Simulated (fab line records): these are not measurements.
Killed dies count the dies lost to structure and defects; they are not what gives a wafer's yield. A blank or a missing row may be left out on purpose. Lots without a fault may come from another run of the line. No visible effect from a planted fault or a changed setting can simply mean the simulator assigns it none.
8D (eight disciplines) problem report, filled in by code -- flow nand-harc -- the parts of the form that need people (team, actions taken, sign-off) are left out

## 1. WHAT WENT WRONG
Wafers without a fault read 995 nm, standard deviation 10; thk-nm at NHARC_A_ONON_D1_THK_MEAS_11 reads a mean of 623 nm on 6 wafers belonging to 2 lots. That puts it -37 standard deviations away from the usual mean.
The step: measures by ellipsometry.
First observed at day 10 07:30: wafer L463.2, on film-metro-02. At this step, 36 wafers from 12 lots have a number in the record. The rule behind "out" and "out of limits": a value lying over 4 standard deviations away from the usual mean. The rest of the wafers with a number are treated as sound.

## 2. WHAT IT IS, WHAT IT ISN'T
question,is,is not
which readings at this step,thk-nm,-
which lots,"L463, L466","L457, L459, L461, L462, L472, L473, L475, L477, L479, L480"
which wafers of those lots,all that have a number,-
read on which gauges,film-metro-02,film-metro-01
when,from day 10 07:30,"up to then (12 sound wafers); but 18 sound wafers of L472, L473, L475, L477, L479, L480 came after"

## 3. THE SUSPECTS, EACH WITH WHAT RULES IT OUT
Counting: any tool at a process step up to the reading is kept as a suspect provided that every lot that is out went through it and no sound lot did after the first of them.
- ruled out: the gauge at NHARC_A_ONON_D1_THK_MEAS_11. All the wafers that are out were read on film-metro-02, but those of them that NHARC_END_SORT_01 has rows for are out there too, on other tools.
- pecvd-onon-01 at NHARC_A_ONON_D1_DEP_09 (target thk 1000 nm): ruled out as a lasting fault. Following L463 (day 10 07:02), the first lot on it that is out, the sound lots L473, L477, L479 were run on it.
Left after counting: nothing in the record.

## 4. THE CAUSE (what the simulator had put in)
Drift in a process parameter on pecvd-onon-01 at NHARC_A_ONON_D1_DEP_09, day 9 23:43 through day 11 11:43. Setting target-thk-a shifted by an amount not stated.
Counting ruled it out, wrongly: the rule takes a fault to strike every lot that its tool runs from its start on, and this one did not.

## 5. THE EFFECT CHAIN, in route order
Each row: a reading whose mean over the struck wafers that have a number lies more than 3 standard deviations from the usual. Only readings whose record carries a usual standard deviation are examined. hours: median over the lots of the time between each lot's start at the first step of this table that gives one and its start at this step. sigmas: the change, counted in usual standard deviations.
hours,step,reading,usual,on struck wafers,change,sigmas
0,NHARC_A_ONON_D1_THK_MEAS_11,thk-nm,995 nm,623,-372,-37
390,NHARC_END_SORT_01,killed-at-array,52,674,+622,+35
390,NHARC_END_SORT_01,killed-dies,57,677,+620,+33

## 6. WHAT WOULD HAVE CAUGHT IT SOONER
In this record the first reading out of limits at a measuring or inspecting step was taken at day 10 07:30, 8 hours after the fault began at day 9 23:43.
Of the tool readings at NHARC_A_ONON_D1_DEP_09 for which the record gives a usual standard deviation, none was out on any struck wafer, so an alarm limit of 4 standard deviations on them would not have fired.
